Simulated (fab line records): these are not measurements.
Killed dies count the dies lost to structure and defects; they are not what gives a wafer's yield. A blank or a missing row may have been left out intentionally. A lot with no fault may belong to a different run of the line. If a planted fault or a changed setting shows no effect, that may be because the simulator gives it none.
A single fault, viewed from 3 desks | flow n5_finfet | every desk sees just its own numbers, and what lay behind them comes last

== THE DEFECT DESK ==
Counts from the inspections along the route, per lot, as means over the sampled wafers that have a number. Any lot whose mean is over 4 standard deviations away from the usual mean is out of limits and marked OUT; that distance is given in the brackets.
Columns: A = raw_defect_count at N5_BEOL_M8_INSPECT_30, usual 424
lot  | first seen here | A
L184 | day 9 22:37     | 556
L185 | day 10 06:16    | 615
L191 | day 11 18:32    | 587
L192 | day 12 01:41    | 423
L197 | day 13 03:58    | 374
L202 | day 14 09:31    | 323
This desk's finding: nothing out of limits on any of the 6 lots.

== METROLOGY DESK ==
Lot by lot, what the gauges showed, no matter which tool ran the lot: averages of those sampled wafers that carry a number. Any lot whose mean is over 4 standard deviations away from the usual mean is out of limits and marked OUT; that distance is given in the brackets.
Columns: A = cd_nm at N5_BEOL_M8_CD_MEAS_28, usual 40.03 nm; B = V7_OVL at N5_BEOL_M8_OVL_MEAS_29, usual -0.4 nm
lot  | first seen here | A     | B
L184 | day 9 22:31     | 39.88 | 0.1
L185 | day 10 06:10    | 39.96 | -0.3
L191 | day 11 18:26    | 40.25 | -0.4
L192 | day 12 01:36    | 40.17 | -0.6
L197 | day 13 03:52    | 40.12 | -1.2
L202 | day 14 09:25    | 40.17 | -0.3
This desk's finding: nothing out of limits on any of the 6 lots.

== TOOL OWNER'S DESK, rie_diel-02 ==
The tool's own readings at N5_BEOL_M8_VIA_ETCH_34 (etches SiCOH lowk in C4F6/O2, target depth 125.5 nm, time 50.5 s): means of the sampled wafers that have a number, for each lot that ran on this tool. Any lot whose mean is over 4 standard deviations away from the usual mean is out of limits and marked OUT; that distance is given in the brackets. Of its 8 readings 7 are shown: the one that was out of limits first, and those that lie furthest out on some lot.
Columns: A = oes_f_703_au at N5_BEOL_M8_VIA_ETCH_34, usual 0.77 a.u.; B = oes_o_777_au at N5_BEOL_M8_VIA_ETCH_34, usual 0.77 a.u.; C = oes_product_au at N5_BEOL_M8_VIA_ETCH_34, usual 0.77 a.u.; D = rf_fwd_power_W at N5_BEOL_M8_VIA_ETCH_34, usual 341.8 W; E = rf_vpp_V at N5_BEOL_M8_VIA_ETCH_34, usual 664 V; F = showerhead_plenum_p_Torr at N5_BEOL_M8_VIA_ETCH_34, usual 2.87 Torr; G = throttle_valve_pct at N5_BEOL_M8_VIA_ETCH_34, usual 20.93 %
lot  | first seen here | A               | B               | C    | D               | E             | F    | G
L184 | day 9 23:33     | 0.80            | 0.80            | 0.81 | 342.1           | 667           | 2.84 | 20.71
L191 | day 11 18:44    | 0.91            | 0.91            | 0.83 | 368.7 (+19) OUT | 643           | 2.99 | 20.75
L192 | day 12 02:29    | 1.17 (+5.7) OUT | 1.15 (+5.4) OUT | 0.96 | 425.7 (+60) OUT | 599 (-11) OUT | 3.02 | 20.60
Finding of this desk: L191, L192 out of limits; the first was L191 at day 11 18:44, on rf_fwd_power_W at N5_BEOL_M8_VIA_ETCH_34. L184: within limits.

== BROUGHT TOGETHER ==
On L191, L192, at day 11 18:44, an alarm was possible from the tool owner's desk.
Nothing out of limits was seen by the defect desk.
At the metrology desk, nothing out of limits was observed.
The defect desk has L191, L192 on record, within its limits.
The metrology desk holds a record of L191, L192, inside its limits.
N5_BEOL_M8_VIA_ETCH_34 was run on rie_diel-02 by each of the lots named.

== WHAT WAS PUT IN BY THE SIMULATOR ==
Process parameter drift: rie_diel-02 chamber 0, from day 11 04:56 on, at N5_BEOL_M8_VIA_ETCH_34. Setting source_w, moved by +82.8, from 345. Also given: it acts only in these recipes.
Shown lots that were struck: L191, L192.
Hours from the fault's start to each desk's first reading out of limits: the tool owner's desk, 14.
